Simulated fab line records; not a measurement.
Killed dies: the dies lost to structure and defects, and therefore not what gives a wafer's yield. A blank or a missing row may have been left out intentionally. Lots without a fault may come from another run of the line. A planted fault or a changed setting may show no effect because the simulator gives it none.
fab line records ; flow nand_harc
record: lots: 5; wafers: 15; last_day: 24
route steps=1159 shown P_ZERO_WELL@14 END@1159
lots with no fault: from the same line, run without faults
start_h: hours from the record's first day to the start of the lot's first wafer shown ; wait_h: hours since the lot's step before ; " as in the row above ; L1.1+2: a row that stands for several wafers ; - no value present, or no start provided ; * or withheld: withheld ; < > ~ a bound
route shown NAME@n: NAME is a module with steps in the file, n the number in the route of the first one ; usual: mean/standard deviation taken from wafers without a fault ; same: alike in all rows ; chamber/n: place in a boat ; sites: each site's reading ; _std_site: their standard deviation ; _edge_site: mean of outer sites minus mean of inner sites ; radius_mm: how far each site lies from the wafer's centre ; mask NAME#n: copy n ; behind: the tool/chamber that last shaped the wafer ; hold: why the lot was held/for how many hours/how that ended ; device: names the non-switching transistor (n, p or np) ; end of line: tests run on the same wafers once the route is complete ; step lacking rows: just its recipe ; killed: count of dies lost to structure and defects at first sort (not the wafer's yield) ; map: per-die view of a wafer (x killed, . not killed, _ where there is no die)
set.NAME: the setting the step ran with; set.NAME@STEP: the setting that earlier step ran with ; model.NAME: the simulator's own value behind a step, which no gauge read
lots at selected steps of the route; one table per step, one row per wafer
services: the hour from which a tool's chamber was out of use, counted from the record's first day as start_h (under 0 if before that day), plus the number of hours and why
== steps ==
step: NHARC_P_ZERO_WELL_CD_MEAS_11
recipe: target_cd_nm: 500; landing_energy_ev: 500
usual: cd_nm: 501.6/1.8
lot.wafer;tool;chamber;start_h;wait_h;cd_nm
L612.1;cd_sem-01;0;31.24;-;502.5
L612.2;cd_sem-01;0;31.24;-;500.5
L612.4;cd_sem-01;0;31.24;-;503.6
L613.1;cd_sem-03;0;37.31;-;502.9
L613.3;cd_sem-03;0;37.31;-;499.8
L613.6;cd_sem-03;0;37.31;-;502.3
L622.3;cd_sem-01;0;91.12;-;497.9
L622.5;cd_sem-01;0;91.12;-;501.8
L622.6;cd_sem-01;0;91.12;-;500.0
L631.1;cd_sem-03;0;145.17;-;503.0
L631.2;cd_sem-03;0;145.17;-;500.1
L631.4;cd_sem-03;0;145.17;-;503.6
L632.3;cd_sem-03;0;151.25;-;502.2
L632.5;cd_sem-03;0;151.25;-;502.9
L632.6;cd_sem-03;0;151.25;-;499.4
step: NHARC_P_ZERO_WELL_HARDBAKE_12
recipe: temp_c: 118; time_s: 65
step: NHARC_P_ZERO_WELL_DESCUM_13
recipe: time_s: 3; o2_flow_sccm: 200; ar_flow_sccm: 0; bias_power_w: 0; chemistry: O2
usual: drypump_motor_current_A: 5.7/0.36; oes_product_au: 1.000/0.011; rf_vpp_V: 57.8/0.94; showerhead_plenum_p_Torr: 1.90/0.072; throttle_valve_pct: 11.310/0.0088
lot.wafer;tool;chamber;start_h;wait_h;drypump_motor_current_A;oes_product_au;rf_hours_counter_h;rf_vpp_V;showerhead_plenum_p_Torr;throttle_valve_pct
L612.2;rie_diel-05;3;31.41;-;5.9;0.995;3;56.4;1.85;11.313
L612.4;rie_diel-05;0;31.41;-;5.4;0.979;3;57.6;1.94;11.308
L612.1;rie_diel-05;1;31.41;-;5.1;0.995;3;60.1;1.80;11.315
L613.1;rie_diel-07;2;37.47;-;5.2;1.008;8;57.6;1.85;11.304
L613.3;rie_diel-07;0;37.47;-;6.0;1.005;9;57.9;1.88;11.308
L613.6;rie_diel-07;3;37.47;-;5.1;0.994;-;57.2;1.94;11.310
L622.3;rie_diel-03;3;91.27;-;5.5;0.997;3;57.5;2.04;11.289
L622.5;rie_diel-03;2;91.27;-;6.0;0.996;-;57.0;1.84;11.309
L622.6;rie_diel-03;3;91.27;-;5.5;1.013;-;57.5;2.04;11.307
L631.1;rie_diel-03;0;145.35;-;5.9;0.996;5;57.1;1.90;11.299
L631.2;rie_diel-03;1;145.35;-;6.1;0.984;5;58.2;1.98;11.308
L631.4;rie_diel-03;3;145.35;-;5.5;1.016;-;57.9;2.04;11.313
L632.3;rie_diel-07;1;151.42;-;6.0;1.018;7;59.0;1.82;11.303
L632.6;rie_diel-07;3;151.42;-;5.0;1.012;-;57.2;1.94;11.328
L632.5;rie_diel-07;0;151.42;-;6.0;1.002;-;59.0;1.88;11.301
step: NHARC_P_ZERO_WELL_ETCH_65
recipe: target_depth_a: 800; overetch_a: 240; time_s: 87.88; ion_energy_ev: 200; n2_flow_sccm: 150; h2_flow_sccm: 150; ar_flow_sccm: 0; rf_w: 400; bias_w: 150; chemistry: N2/H2
usual: drypump_motor_current_A: 5.7/0.36; oes_product_au: 0.998/0.011; rf_vpp_V: 430.3/2.3; showerhead_plenum_p_Torr: 2.03/0.079; throttle_valve_pct: 14.171/0.0096
lot.wafer;tool;chamber;start_h;wait_h;drypump_motor_current_A;oes_product_au;rf_hours_counter_h;rf_vpp_V;showerhead_plenum_p_Torr;throttle_valve_pct
L612.4;rie_diel-05;1;31.48;0.1;5.0;0.998;3;426.4;1.91;14.171
L612.1;rie_diel-05;3;31.48;0.1;5.9;0.997;3;427.3;1.97;14.175
L612.2;rie_diel-05;0;31.48;0.1;5.4;0.974;3;430.9;2.07;14.171
L613.1;rie_diel-07;0;37.56;0.1;6.0;1.001;9;428.4;2.01;14.170
L613.3;rie_diel-07;2;37.56;0.1;5.2;1.004;8;429.5;1.97;14.166
L613.6;rie_diel-07;0;37.56;0.1;6.1;0.991;-;430.6;2.01;14.169
L622.3;rie_diel-03;3;91.37;0.1;5.5;1.007;3;434.3;2.17;14.183
L622.5;rie_diel-03;1;91.37;0.1;6.2;1.001;-;432.9;2.11;14.169
L622.6;rie_diel-03;2;91.37;0.1;6.0;1.003;-;429.0;1.96;14.163
L631.1;rie_diel-03;3;145.44;0.1;5.5;1.009;6;434.6;2.17;14.168
L631.2;rie_diel-03;0;145.44;0.1;5.9;0.996;5;428.0;2.03;14.175
L631.4;rie_diel-03;0;145.44;0.1;5.9;1.003;-;429.3;2.03;14.149
L632.3;rie_diel-07;3;151.51;0.1;5.1;1.012;6;429.9;2.07;14.157
L632.5;rie_diel-07;0;151.51;0.1;6.0;1.000;-;429.3;2.00;14.164
L632.6;rie_diel-07;1;151.51;0.1;5.9;1.011;-;429.3;1.93;14.171
step: NHARC_P_ZERO_WELL_ETCH_62
recipe: target_depth_a: 130; time_s: 6.5; chf3_flow_sccm: 50; ar_flow_sccm: 200; rf_w: 500; bias_w: 200; chemistry: CHF3/Ar
usual: chf3_flow_sccm: 50.00/0.15; drypump_motor_current_A: 5.7/0.37; oes_product_au: 0.963/0.019; rf_vpp_V: 370.4/2.1; showerhead_plenum_p_Torr: 2.33/0.084; throttle_valve_pct: 20.216/0.0096
lot.wafer;tool;chamber;start_h;wait_h;chf3_flow_sccm;drypump_motor_current_A;oes_product_au;rf_hours_counter_h;rf_vpp_V;showerhead_plenum_p_Torr;throttle_valve_pct
L612.2;rie_diel-05;1;-;-;49.95;5.0;0.986;3;365.1;2.21;20.216
L612.1;rie_diel-05;2;-;-;49.81;5.8;0.965;4;368.9;2.29;20.230
L612.4;rie_diel-05;3;-;-;49.87;5.9;0.964;3;367.6;2.27;20.208
L613.3;rie_diel-07;3;-;-;49.91;5.0;0.943;6;371.3;2.38;20.226
L613.1;rie_diel-07;2;-;-;49.83;5.2;0.958;8;368.3;2.27;20.223
L613.6;rie_diel-07;0;-;-;50.15;6.0;0.965;-;370.3;2.31;20.222
L622.3;rie_diel-03;1;-;-;49.91;6.2;0.983;2;373.2;2.42;20.220
L622.5;rie_diel-03;3;-;-;50.02;5.6;0.989;-;373.5;2.49;20.217
L622.6;rie_diel-03;0;-;-;50.09;5.9;0.988;-;370.6;2.33;20.230
L631.2;rie_diel-03;0;-;-;49.92;5.8;0.930;5;370.7;2.33;20.214
L631.1;rie_diel-03;1;-;-;49.65;6.1;0.916;5;372.4;2.42;20.206
L631.4;rie_diel-03;1;-;-;50.07;6.1;0.911;-;371.1;2.42;20.231
L632.3;rie_diel-07;1;-;-;50.05;5.9;0.994;7;368.1;2.23;20.216
L632.6;rie_diel-07;2;-;-;50.18;5.2;0.981;-;368.3;2.27;20.225
L632.5;rie_diel-07;3;-;-;50.19;5.1;0.979;-;371.2;2.38;20.211
step: NHARC_P_ZERO_WELL_ETCH_63
recipe: target_depth_a: 1200; time_s: 40.1; hbr_flow_sccm: 150; cl2_flow_sccm: 50; rf_w: 400; icp_w: 400; bias_w: 100; chemistry: HBr/Cl2
usual: drypump_motor_current_A: 5.9/0.4; oes_product_au: 1.003/0.009; throttle_valve_pct: 26.405/0.0089
lot.wafer;tool;chamber;start_h;wait_h;drypump_motor_current_A;oes_product_au;rf_hours_counter_h;throttle_valve_pct
L612.1;rie_si-04;0;31.67;-;6.1;1.000;1.0;26.394
L612.2;rie_si-04;1;31.67;-;5.6;0.993;0.9;26.400
L612.4;rie_si-04;2;31.67;-;5.7;1.012;0.7;26.414
L613.1;rie_si-05;3;37.73;-;6.2;1.007;1.3;26.394
L613.3;rie_si-05;1;37.73;-;5.5;1.007;1.2;26.412
L613.6;rie_si-05;3;37.73;-;6.1;1.012;-;26.398
L622.3;rie_si-06;1;91.54;-;6.4;1.005;0.7;26.402
L622.6;rie_si-06;0;91.54;-;5.3;1.017;-;26.408
L622.5;rie_si-06;1;91.54;-;6.4;1.001;-;26.404
L631.4;rie_si-06;1;145.63;-;6.4;1.002;1.3;26.425
L631.2;rie_si-06;3;145.63;-;6.0;1.008;1.1;26.391
L631.1;rie_si-06;0;145.63;-;5.2;0.985;1.3;26.403
L632.3;rie_si-05;2;151.66;-;5.7;1.009;0.9;26.391
L632.5;rie_si-05;2;151.66;-;5.7;1.006;-;26.408
L632.6;rie_si-05;3;151.66;-;6.2;0.995;-;26.415
step: NHARC_P_ZERO_WELL_STRIP_15
recipe: time_s: 900; temp_c: 130; chemistry: SPM
step: NHARC_P_ZERO_WELL_DEHYDRATE_16
recipe: temp_c: 150; time_s: 120
step: NHARC_P_ZERO_WELL_HMDS_17
recipe: time_s: 30
step: NHARC_P_ZERO_WELL_COAT_18
recipe: spin_rpm: withheld
step: NHARC_P_ZERO_WELL_SOFTBAKE_19
recipe: temp_c: 122; time_s: 95
step: NHARC_P_ZERO_WELL_EBR_20
step: NHARC_P_ZERO_WELL_EXPOSE_21
recipe: na: 0.6; target_cd_nm: 720; dose_mj: 22.31; mask_id: P_NWELL
usual: reticle_temp_C: 23.02/0.13
same: na: 0.6
lot.wafer;tool;chamber;start_h;wait_h;mask;reticle_temp_C
L612.1;krf_scanner-01;0;32.42;-;P_NWELL#0;22.94
L612.2;krf_scanner-01;0;32.42;-;P_NWELL#0;23.02
L612.4;krf_scanner-01;0;32.42;-;P_NWELL#0;22.96
L613.1;krf_scanner-04;0;38.51;-;P_NWELL#0;23.10
L613.3;krf_scanner-04;0;38.51;-;P_NWELL#0;23.05
L613.6;krf_scanner-04;0;38.51;-;P_NWELL#0;23.15
L622.3;krf_scanner-01;0;92.30;-;P_NWELL_R1#0;23.08
L622.5;krf_scanner-01;0;92.30;-;P_NWELL_R1#0;23.12
L622.6;krf_scanner-01;0;92.30;-;P_NWELL_R1#0;23.11
L631.1;krf_scanner-01;0;146.46;-;P_NWELL#0;22.93
L631.2;krf_scanner-01;0;146.46;-;P_NWELL#0;23.10
L631.4;krf_scanner-01;0;146.46;-;P_NWELL#0;23.10
L632.3;krf_scanner-03;0;152.44;-;P_NWELL#0;23.03
L632.5;krf_scanner-03;0;152.44;-;P_NWELL#0;23.05
L632.6;krf_scanner-03;0;152.44;-;P_NWELL#0;22.96
step: NHARC_P_ZERO_WELL_PEB_22
recipe: peb_temp_c: 118; peb_time_s: 85
step: NHARC_P_ZERO_WELL_DEVELOP_23
recipe: time_s: 70
step: NHARC_P_ZERO_WELL_CD_MEAS_24
recipe: target_cd_nm: 720; landing_energy_ev: 500
usual: cd_nm: 720.3/2
lot.wafer;tool;chamber;start_h;wait_h;cd_nm
L612.1;cd_sem-03;0;32.58;-;720.0
L612.2;cd_sem-03;0;32.58;-;717.5
L612.4;cd_sem-03;0;32.58;-;719.0
L613.1;cd_sem-01;0;38.66;-;718.8
L613.3;cd_sem-01;0;38.66;-;718.5
L613.6;cd_sem-01;0;38.66;-;721.8
L622.3;cd_sem-01;0;92.45;-;706.9
L622.5;cd_sem-01;0;92.45;-;708.9
L622.6;cd_sem-01;0;92.45;-;706.4
L631.1;cd_sem-02;0;146.62;-;721.2
L631.2;cd_sem-02;0;146.62;-;719.6
L631.4;cd_sem-02;0;146.62;-;718.5
L632.3;cd_sem-01;0;152.61;-;721.5
L632.5;cd_sem-01;0;152.61;-;719.1
L632.6;cd_sem-01;0;152.61;-;720.0
step: NHARC_P_ZERO_WELL_HARDBAKE_25
recipe: temp_c: 125; time_s: 80
step: NHARC_P_ZERO_WELL_DESCUM_26
recipe: time_s: 3; o2_flow_sccm: 200; ar_flow_sccm: 0; bias_power_w: 0; chemistry: O2
usual: drypump_motor_current_A: 5.7/0.37; oes_product_au: 1.003/0.01; rf_vpp_V: 57.7/0.75; showerhead_plenum_p_Torr: 1.90/0.073; throttle_valve_pct: 11.310/0.0091
lot.wafer;tool;chamber;start_h;wait_h;drypump_motor_current_A;oes_product_au;rf_hours_counter_h;rf_vpp_V;showerhead_plenum_p_Torr;throttle_valve_pct;model.P_ZERO_WELL.cd_nm
L612.1;rie_diel-05;1;32.74;-;5.0;1.001;3.1;56.9;1.80;11.314;720.2
L612.2;rie_diel-05;3;32.74;-;5.9;1.002;3.0;58.0;1.85;11.332;717.7
L612.4;rie_diel-05;0;32.74;-;5.4;0.993;2.6;59.0;1.94;11.299;719.2
L613.3;rie_diel-05;1;38.82;-;5.0;1.010;3.6;59.1;1.80;11.314;718.6
L613.1;rie_diel-05;3;38.82;-;5.9;0.997;4.0;56.8;1.85;11.319;718.9
L613.6;rie_diel-05;1;38.82;-;5.0;1.013;-;58.5;1.80;11.319;721.9
L622.3;rie_diel-03;3;92.62;-;5.6;1.013;3.0;58.2;2.04;11.331;706.7
L622.5;rie_diel-03;2;92.62;-;6.0;1.005;-;56.8;1.84;11.317;707.7
L622.6;rie_diel-03;3;92.62;-;5.5;1.016;-;58.7;2.04;11.306;706.8
L631.4;rie_diel-07;3;146.78;-;5.0;1.013;5.5;57.6;1.94;11.304;718.6
L631.2;rie_diel-07;0;146.78;-;6.0;0.999;5.7;57.3;1.88;11.315;719.2
L631.1;rie_diel-07;1;146.78;-;6.0;1.018;6.5;57.4;1.82;11.315;721.1
L632.3;rie_diel-07;0;152.77;-;6.0;0.993;5.8;57.5;1.88;11.311;720.3
L632.6;rie_diel-07;3;152.77;-;5.1;1.009;-;58.5;1.94;11.307;720.1
L632.5;rie_diel-07;0;152.77;-;6.0;0.998;-;56.7;1.88;11.310;718.2
step: NHARC_P_ZERO_WELL_IMPLANT_27
recipe: energy_kev: 600; dose_cm2: 1e+13; tilt_deg: 7
step: NHARC_END_SORT_01
recipe: temp_c: 25
usual: killed_at_array: 29/11; killed_at_other: 0.7/1.1; killed_at_periphery: 2.9/2.2; killed_dies: 33/11; killed_open: 3.1/1.8; killed_short: 1.9/1.4
same: gross_dies: 677
lot.wafer;tool;chamber;start_h;wait_h;killed_at_array;killed_at_other;killed_at_periphery;killed_dies;killed_open;killed_short
L612.1;prober-02;0;469.10;2.5;19;0;2;21;3;1
L612.2;prober-02;0;469.90;2.8;35;1;2;38;8;6
L612.4;prober-02;0;471.50;3.4;19;0;3;22;2;3
L622.3;prober-02;0;507.45;3.1;46;0;1;47;5;3
L622.5;prober-02;0;509.05;3.7;45;0;4;49;6;2
L622.6;prober-02;0;509.85;4.0;39;0;2;41;2;1
killed by level:class
L612.1 A_CHANNEL_HOLE_D1:chamber_film_flake=10 A_CONTACT:chamber_film_flake=3 P_CONTACT:geometric_particle:open=1 A_ONON_D1:geometric_particle:open=1 A_CONTACT:geometric_particle:open=1 A_M1:geometric_particle:short=1 P_M2:chamber_film_flake=1 A_ZERO_WELL:chamber_film_flake=1
L612.2 A_CHANNEL_HOLE_D1:chamber_film_flake=17 A_ONON_D1:geometric_particle:short=2 A_CHANNEL_FILL_D1:geometric_particle:open=2 A_WL_FILL:geometric_particle:open=2 A_CONTACT:geometric_particle:open=2 A_ZERO_WELL:chamber_film_flake=2 A_CONTACT:chamber_film_flake=2 P_M0:geometric_particle:open=1
L612.4 A_CHANNEL_HOLE_D1:chamber_film_flake=13 A_WL_FILL:geometric_particle:short=2 P_CONTACT:geometric_particle:open=1 A_WL_FILL:geometric_particle:open=1 A_M1:geometric_particle:short=1 P_GATE:chamber_film_flake=1 P_BONDPAD:chamber_film_flake=1 A_STAIRCASE:chamber_film_flake=1
L622.3 A_CHANNEL_HOLE_D1:chamber_film_flake=17 A_SLIT:chamber_film_flake=17 A_SOURCE_PLATE:geometric_particle:short=2 A_WL_FILL:chamber_film_flake=2 A_CONTACT:chamber_film_flake=2 P_M1:geometric_particle:open=1 A_SOURCE_PLATE:geometric_particle:open=1 A_ONON_D1:geometric_particle:open=1
L622.5 A_CHANNEL_HOLE_D1:chamber_film_flake=24 A_SLIT:chamber_film_flake=10 P_CONTACT:geometric_particle:open=2 A_CONTACT:geometric_particle:open=2 A_STAIRCASE:chamber_film_flake=2 A_WL_FILL:chamber_film_flake=2 P_GATE:geometric_particle:open=1 A_ONON_D1:geometric_particle:short=1
L622.6 A_SLIT:chamber_film_flake=18 A_CHANNEL_HOLE_D1:chamber_film_flake=15 A_STAIRCASE:chamber_film_flake=3 P_CONTACT:geometric_particle:open=1 A_CHANNEL_FILL_D1:geometric_particle:short=1 A_M0:geometric_particle:open=1 P_STI:chamber_film_flake=1 A_ZERO_WELL:chamber_film_flake=1
== services ==
tool;chamber;start_h;hours;kind
krf_scanner-03;-;19.74;0.1;repair
rie_si-06;0;29.32;5.0;repair
krf_scanner-03;-;29.61;2.2;repair
rie_diel-07;0;30.20;-;clean
rie_diel-07;1;30.20;-;clean
rie_diel-07;2;30.20;-;clean
rie_diel-03;-;38.30;9.0;pm
rie_diel-07;-;51.20;9.0;pm
rie_si-05;-;62.00;9.0;pm
krf_scanner-01;-;67.03;20.0;repair
rie_si-06;0;69.53;1.9;repair
krf_scanner-04;-;71.78;6.3;repair
rie_si-06;3;75.18;11.7;repair
rie_si-06;2;78.37;6.5;repair
krf_scanner-01;-;87.06;4.0;pm
rie_si-06;-;94.19;0.3;repair
rie_si-04;-;99.00;9.0;pm
krf_scanner-01;-;103.81;1.0;repair
krf_scanner-04;-;108.34;18.4;repair
rie_si-05;1;118.72;9.7;repair
krf_scanner-01;-;127.72;4.4;repair
krf_scanner-01;-;134.09;2.3;repair
rie_diel-03;2;134.41;12.3;repair
rie_si-04;1;147.01;3.3;repair
== key ==
first_sign: step: NHARC_P_ZERO_WELL_EXPOSE_21; reading: mask; direction: changed
effect: step: NHARC_P_ZERO_WELL_CD_MEAS_24; reading: cd_nm; direction: down; sigmas: 6.6; usual: 720.3; struck: 707.4
model_effect: step: NHARC_P_ZERO_WELL_DESCUM_26; value: P_ZERO_WELL.cd_nm; without: 718.3; struck: 707.1
met_at NHARC_P_ZERO_WELL_EXPOSE_21
struck_wafers L622.3,L622.5,L622.6
tester_left_out L622
onset_between 32.42 92.30
fault: kind: wrong_mask; tool: any; chamber: -; onset_h: 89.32; steps: NHARC_P_ZERO_WELL_EXPOSE_21; aux_copy: P_NWELL_R1#0; cd_offset_nm: -11.255; scope: struck_lots_only
tester_left_out: of these lots the tester's yield and bins aren't shown, on N5 and GAA mostly nor the transistor test; their killed dies are dies lost to structure and defects alone, not to doping, threshold or leakage, so they don't give the yield
